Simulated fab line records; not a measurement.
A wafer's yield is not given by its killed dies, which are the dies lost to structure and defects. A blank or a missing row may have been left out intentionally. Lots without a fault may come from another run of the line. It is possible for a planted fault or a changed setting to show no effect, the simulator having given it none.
Which tool did it?	flow nand_harc	24 lots, 72 wafers sampled, at 6 steps of a route of 1302

## WHAT EACH GAUGE READ, for each wafer
The record holds no reading of a measuring or inspecting step that can be judged against a usual standard deviation.

## TOOL THAT RAN EACH LOT (tool first, then ch and the chambers of the sampled wafers, then the start)
lot	NHARC_A_CONTACT_ETCH_134	NHARC_A_CONTACT_ETCH_137	NHARC_A_CONTACT_ETCH_139	NHARC_A_CONTACT_ETCH_110	NHARC_A_M0_ETCH_15	NHARC_A_M0_PRE_CLEAN_29
L074	har_cap_etch-01 ch 0,1, day 23 01:11	har_cap_etch-01 ch 0,1, day 23 01:55	har_cap_etch-01 ch 0,1, day 23 02:27	rie_diel-09 ch 0,2,3, day 23 03:34	rie_diel-03 ch 1,3, no start	pvd_sputter-03, no start
L075	har_cap_etch-02 ch 0, day 23 01:34	har_cap_etch-02 ch 0, day 23 02:19	har_cap_etch-02 ch 0, day 23 02:51	rie_diel-09 ch 0,2,3, day 23 04:17	rie_diel-03 ch 2,3, no start	pvd_sputter-03, no start
L076	har_cap_etch-03 ch 0,1, day 23 03:19	har_cap_etch-03 ch 0,1, day 23 04:06	har_cap_etch-03 ch 0,1, day 23 04:39	rie_diel-09 ch 0,1, day 23 05:41	rie_diel-06 ch 0,3, no start	pvd_sputter-02, no start
L077	har_cap_etch-02 ch 0,1, day 23 13:46	har_cap_etch-02 ch 0,1, day 23 14:32	har_cap_etch-02 ch 0,1, day 23 15:04	rie_diel-09 ch 0,2,3, day 23 16:04	rie_diel-03 ch 1,2,3, no start	pvd_sputter-02, no start
L078	har_cap_etch-02 ch 0,1, day 24 23:50	har_cap_etch-02 ch 0,1, day 25 00:35	har_cap_etch-02 ch 0,1, day 25 01:07	rie_diel-11 ch 0,1, day 25 02:16	rie_diel-06 ch 0,3, no start	pvd_sputter-03, no start
L079	har_cap_etch-01 ch 0,1, day 25 07:09	har_cap_etch-01 ch 0,1, day 25 07:55	har_cap_etch-01 ch 0,1, day 25 08:27	rie_diel-09 ch 0,3, day 25 09:32	rie_diel-06 ch 1,2,3, no start	pvd_sputter-02, no start
L081	har_cap_etch-02 ch 0,1, day 25 11:14	har_cap_etch-02 ch 0,1, day 25 11:59	har_cap_etch-02 ch 0,1, day 25 12:32	rie_diel-09 ch 0,1,3, day 25 13:41	rie_diel-12 ch 0,2,3, no start	pvd_sputter-03, no start
L080	har_cap_etch-02 ch 0,1, day 25 13:47	har_cap_etch-02 ch 0,1, day 25 14:32	har_cap_etch-02 ch 0,1, day 25 15:05	rie_diel-09 ch 0,3, day 25 16:09	rie_diel-03 ch 0,1, no start	pvd_sputter-03, no start
L082	har_cap_etch-03 ch 0,1, day 25 15:11	har_cap_etch-03 ch 0,1, day 25 15:56	har_cap_etch-03 ch 0,1, day 25 16:29	rie_diel-11 ch 1,2, day 25 17:33	rie_diel-03 ch 1,2, no start	pvd_sputter-03, no start
L086	har_cap_etch-02 ch 0,1, day 26 10:11	har_cap_etch-02 ch 0,1, day 26 10:56	har_cap_etch-02 ch 0,1, day 26 11:28	rie_diel-08 ch 2,3, day 26 12:33	rie_diel-06 ch 1,2, no start	pvd_sputter-01, no start
L083	har_cap_etch-03 ch 0,1, day 26 14:26	har_cap_etch-03 ch 0,1, day 26 15:12	har_cap_etch-03 ch 0,1, day 26 15:44	rie_diel-09 ch 1,2,3, day 26 16:43	rie_diel-03 ch 0,1,3, no start	pvd_sputter-01, no start
L084	har_cap_etch-02 ch 0,1, day 26 20:07	har_cap_etch-02 ch 0,1, day 26 20:52	har_cap_etch-02 ch 0,1, day 26 21:25	rie_diel-09 ch 0,1, day 26 22:27	rie_diel-03 ch 0,2,3, no start	pvd_sputter-02, no start
L085	har_cap_etch-03 ch 1, day 26 20:27	har_cap_etch-03 ch 1, day 26 21:11	har_cap_etch-03 ch 1, day 26 21:44	rie_diel-08 ch 1,3, day 26 22:52	rie_diel-03 ch 0,2,3, no start	pvd_sputter-01, no start
L087	har_cap_etch-03 ch 0,1, day 27 08:25	har_cap_etch-03 ch 0,1, day 27 09:11	har_cap_etch-03 ch 0,1, day 27 09:44	rie_diel-08 ch 0,3, day 27 10:45	rie_diel-12 ch 1,2,3, no start	pvd_sputter-01, no start
L089	har_cap_etch-01 ch 0,1, day 28 15:54	har_cap_etch-01 ch 0,1, day 28 16:53	har_cap_etch-01 ch 0,1, day 28 17:36	rie_diel-09 ch 0,1,3, day 28 18:46	rie_diel-03 ch 0,1,3, no start	pvd_sputter-02, no start
L088	har_cap_etch-02 ch 0,1, day 28 17:08	har_cap_etch-02 ch 0,1, day 28 17:53	har_cap_etch-02 ch 0,1, day 28 18:25	rie_diel-09 ch 1,2,3, day 28 19:28	rie_diel-03 ch 0,1, no start	pvd_sputter-03, no start
L090	har_cap_etch-03 ch 1, day 28 19:32	har_cap_etch-03 ch 1, day 28 20:29	har_cap_etch-03 ch 1, day 28 21:13	rie_diel-11 ch 2,3, day 28 22:19	rie_diel-12 ch 1,2,3, no start	pvd_sputter-02, no start
L092	har_cap_etch-03 ch 0,1, day 30 10:14	har_cap_etch-03 ch 0,1, day 30 10:59	har_cap_etch-03 ch 0,1, day 30 11:32	rie_diel-09 ch 0,3, day 30 12:48	rie_diel-12 ch 0,1,2, no start	pvd_sputter-02, no start
L091	har_cap_etch-03 ch 0,1, day 30 13:58	har_cap_etch-03 ch 0,1, day 30 14:44	har_cap_etch-03 ch 0,1, day 30 15:16	rie_diel-09 ch 1,3, day 30 16:28	rie_diel-12 ch 0,2,3, no start	pvd_sputter-01, no start
L093	har_cap_etch-01 ch 0,1, day 30 19:22	har_cap_etch-01 ch 0,1, day 30 20:22	har_cap_etch-01 ch 0,1, day 30 21:05	rie_diel-09 ch 2,3, day 30 22:41	rie_diel-12 ch 0,2, no start	pvd_sputter-02, no start
L095	har_cap_etch-02 ch 0,1, day 30 22:29	har_cap_etch-02 ch 0,1, day 30 23:14	har_cap_etch-02 ch 0,1, day 30 23:46	rie_diel-09 ch 0,3, day 31 00:58	rie_diel-12 ch 2,3, no start	pvd_sputter-03, no start
L094	har_cap_etch-01 ch 0,1, day 31 02:13	har_cap_etch-01 ch 0,1, day 31 03:13	har_cap_etch-01 ch 0,1, day 31 03:56	rie_diel-09 ch 1,3, day 31 05:40	rie_diel-12 ch 0,3, no start	pvd_sputter-02, no start
L097	har_cap_etch-01 ch 0,1, day 31 14:16	har_cap_etch-01 ch 0,1, day 31 15:01	har_cap_etch-01 ch 0,1, day 31 15:33	rie_diel-11 ch 0,2, day 31 16:38	rie_diel-03 ch 1,3, no start	pvd_sputter-03, no start
L096	har_cap_etch-03 ch 0,1, day 31 17:48	har_cap_etch-03 ch 0,1, day 31 18:34	har_cap_etch-03 ch 0,1, day 31 19:07	rie_diel-09 ch 0,2,3, day 31 20:04	rie_diel-06 ch 1,2, no start	pvd_sputter-02, no start
- NHARC_A_CONTACT_ETCH_134: etches the open film in C4F8/O2/Ar, time 140 s, target depth 700 nm.
- NHARC_A_CONTACT_ETCH_137: etches the open film in C4F8/O2/Ar, time 311 s, target depth 1912 nm.
- NHARC_A_CONTACT_ETCH_139: etches the open film in C4F8/O2/Ar, time 195 s, target depth 840 nm.
- NHARC_A_CONTACT_ETCH_110: etches the open film in CF4/O2, target depth 60 nm, overetch 6 nm, time 33 s.
- NHARC_A_M0_ETCH_15: etches the open film in C4F8/Ar, target depth 150 nm, overetch 15 nm, time 82.5 s.
- NHARC_A_M0_PRE_CLEAN_29: time 30 s.

## WHAT THE TOOLS THEMSELVES READ (means of the sampled wafers that have a number; where no wafer has one, the mark that the record gives instead)
NHARC_A_CONTACT_ETCH_134.
lot	tool	chamber_pressure_mTorr (mTorr)
L074	har_cap_etch-01	20.014
L075	har_cap_etch-02	19.984
L076	har_cap_etch-03	19.986
L077	har_cap_etch-02	20.000
L078	har_cap_etch-02	20.019
L079	har_cap_etch-01	20.002
L081	har_cap_etch-02	19.993
L080	har_cap_etch-02	20.005
L082	har_cap_etch-03	19.978
L086	har_cap_etch-02	19.996
L083	har_cap_etch-03	19.993
L084	har_cap_etch-02	19.998
L085	har_cap_etch-03	19.989
L087	har_cap_etch-03	20.008
L089	har_cap_etch-01	19.989
L088	har_cap_etch-02	20.004
L090	har_cap_etch-03	20.007
L092	har_cap_etch-03	20.003
L091	har_cap_etch-03	19.974
L093	har_cap_etch-01	19.983
L095	har_cap_etch-02	19.990
L094	har_cap_etch-01	20.011
L097	har_cap_etch-01	19.987
L096	har_cap_etch-03	19.998

NHARC_A_CONTACT_ETCH_137.
lot	tool	chamber_pressure_mTorr (mTorr)
L074	har_cap_etch-01	19.998
L075	har_cap_etch-02	19.986
L076	har_cap_etch-03	20.002
L077	har_cap_etch-02	20.001
L078	har_cap_etch-02	19.988
L079	har_cap_etch-01	20.002
L081	har_cap_etch-02	19.993
L080	har_cap_etch-02	20.014
L082	har_cap_etch-03	19.999
L086	har_cap_etch-02	19.999
L083	har_cap_etch-03	19.996
L084	har_cap_etch-02	20.001
L085	har_cap_etch-03	20.008
L087	har_cap_etch-03	19.992
L089	har_cap_etch-01	19.982
L088	har_cap_etch-02	19.993
L090	har_cap_etch-03	19.991
L092	har_cap_etch-03	19.984
L091	har_cap_etch-03	19.979
L093	har_cap_etch-01	19.996
L095	har_cap_etch-02	19.994
L094	har_cap_etch-01	19.992
L097	har_cap_etch-01	19.999
L096	har_cap_etch-03	20.002

NHARC_A_CONTACT_ETCH_139.
lot	tool	chamber_pressure_mTorr (mTorr)
L074	har_cap_etch-01	19.995
L075	har_cap_etch-02	19.995
L076	har_cap_etch-03	19.999
L077	har_cap_etch-02	20.005
L078	har_cap_etch-02	19.984
L079	har_cap_etch-01	20.005
L081	har_cap_etch-02	20.008
L080	har_cap_etch-02	19.991
L082	har_cap_etch-03	20.004
L086	har_cap_etch-02	20.013
L083	har_cap_etch-03	20.014
L084	har_cap_etch-02	20.000
L085	har_cap_etch-03	19.990
L087	har_cap_etch-03	19.984
L089	har_cap_etch-01	19.993
L088	har_cap_etch-02	20.001
L090	har_cap_etch-03	19.966
L092	har_cap_etch-03	20.002
L091	har_cap_etch-03	20.007
L093	har_cap_etch-01	20.006
L095	har_cap_etch-02	20.017
L094	har_cap_etch-01	20.002
L097	har_cap_etch-01	19.999
L096	har_cap_etch-03	20.010

NHARC_A_CONTACT_ETCH_110.
lot	tool	chamber_pressure_mTorr (mTorr)	drypump_motor_current_A (A)	oes_product_au (a.u.)	rf_vpp_V (V)	showerhead_plenum_p_Torr (Torr)	throttle_valve_pct (%)
L074	rie_diel-09	29.992	5.7	0.999	197.2	1.30	13.400
L075	rie_diel-09	29.992	5.7	1.002	197.9	1.30	13.407
L076	rie_diel-09	29.992	5.6	1.006	196.5	1.30	13.392
L077	rie_diel-09	30.028	5.7	1.001	196.4	1.30	13.388
L078	rie_diel-11	29.981	5.6	0.994	197.2	1.32	13.394
L079	rie_diel-09	30.037	5.9	0.999	196.5	1.30	13.393
L081	rie_diel-09	30.012	5.7	0.993	197.4	1.30	13.395
L080	rie_diel-09	30.000	5.6	1.005	198.5	1.36	13.399
L082	rie_diel-11	29.979	6.1	0.995	196.4	1.27	13.411
L086	rie_diel-08	30.032	6.1	0.998	197.0	1.27	13.403
L083	rie_diel-09	30.001	5.8	1.004	196.1	1.24	13.401
L084	rie_diel-09	29.975	5.4	1.004	198.0	1.34	13.397
L085	rie_diel-08	29.986	5.3	0.998	197.0	1.28	13.394
L087	rie_diel-08	30.000	5.6	1.009	197.4	1.29	13.402
L089	rie_diel-09	29.998	5.7	0.998	197.7	1.29	13.400
L088	rie_diel-09	30.002	5.8	0.995	195.6	1.24	13.401
L090	rie_diel-11	30.019	6.2	1.007	196.6	1.27	13.395
L092	rie_diel-09	30.006	5.9	0.994	196.7	1.30	13.400
L091	rie_diel-09	30.012	5.8	1.004	198.1	1.38	13.392
L093	rie_diel-09	29.996	6.0	1.000	195.8	1.24	13.401
L095	rie_diel-09	30.005	5.9	0.989	197.2	1.29	13.400
L094	rie_diel-09	30.008	6.0	1.001	196.4	1.31	13.394
L097	rie_diel-11	30.009	5.8	0.999	197.7	1.30	13.394
L096	rie_diel-09	30.004	5.7	0.993	197.2	1.29	13.391

NHARC_A_M0_ETCH_15.
lot	tool	chamber_pressure_mTorr (mTorr)	oes_product_au (a.u.)	rf_vpp_V (V)
L074	rie_diel-03	24.989	0.950	440.0
L075	rie_diel-03	24.983	0.953	442.7
L076	rie_diel-06	25.009	0.970	440.9
L077	rie_diel-03	25.021	0.973	441.4
L078	rie_diel-06	25.005	0.985	438.7
L079	rie_diel-06	25.007	0.927	437.3
L081	rie_diel-12	25.011	0.927	441.8
L080	rie_diel-03	25.009	0.933	442.5
L082	rie_diel-03	24.996	0.975	441.1
L086	rie_diel-06	24.993	0.946	436.4
L083	rie_diel-03	24.988	0.926	441.8
L084	rie_diel-03	24.982	0.926	443.3
L085	rie_diel-03	25.013	0.926	443.5
L087	rie_diel-12	24.991	0.966	442.6
L089	rie_diel-03	25.010	0.966	441.9
L088	rie_diel-03	24.996	0.969	442.2
L090	rie_diel-12	25.014	0.963	442.2
L092	rie_diel-12	25.010	0.919	441.1
L091	rie_diel-12	24.979	0.962	442.7
L093	rie_diel-12	24.994	0.953	440.3
L095	rie_diel-12	25.018	0.910	440.5
L094	rie_diel-12	25.026	0.911	442.8
L097	rie_diel-03	24.984	0.926	440.1
L096	rie_diel-06	24.988	0.916	438.0

NHARC_A_M0_PRE_CLEAN_29.
lot	tool	heater_power_w (W)
L074	pvd_sputter-03	421
L075	pvd_sputter-03	420
L076	pvd_sputter-02	402
L077	pvd_sputter-02	423
L078	pvd_sputter-03	476
L079	pvd_sputter-02	367
L081	pvd_sputter-03	424
L080	pvd_sputter-03	438
L082	pvd_sputter-03	431
L086	pvd_sputter-01	395
L083	pvd_sputter-01	404
L084	pvd_sputter-02	394
L085	pvd_sputter-01	395
L087	pvd_sputter-01	382
L089	pvd_sputter-02	397
L088	pvd_sputter-03	437
L090	pvd_sputter-02	417
L092	pvd_sputter-02	409
L091	pvd_sputter-01	404
L093	pvd_sputter-02	370
L095	pvd_sputter-03	425
L094	pvd_sputter-02	412
L097	pvd_sputter-03	486
L096	pvd_sputter-02	381

## THE ANSWER, worked out from the rows above alone
Rule: the usual values come from the lots themselves. Put in order of their means at a reading, lots are off if they are a third of the lots or fewer, leave a main group of 4 or more, and stand apart from it by a gap of 3 or more times the standard deviation of the main group's means; of several such gaps the widest counts. The tables above print the reading to a certain number of digits; a main group whose means all agree to those digits is not used. A lot without any number at a reading at which 4 lots or more have one is off too. All remaining lots with rows at the step are treated as sound. Order of review: gauges by route order, followed by the tools' own readings, for which a lot's mean as printed above is used. The first step at which some lot is off is used, and at that step the reading that is off furthest; a lot without a number counts as furthest.
Nothing can be told from this: no lot is off at any reading shown.

## WHAT THE SIMULATOR HAD INSERTED
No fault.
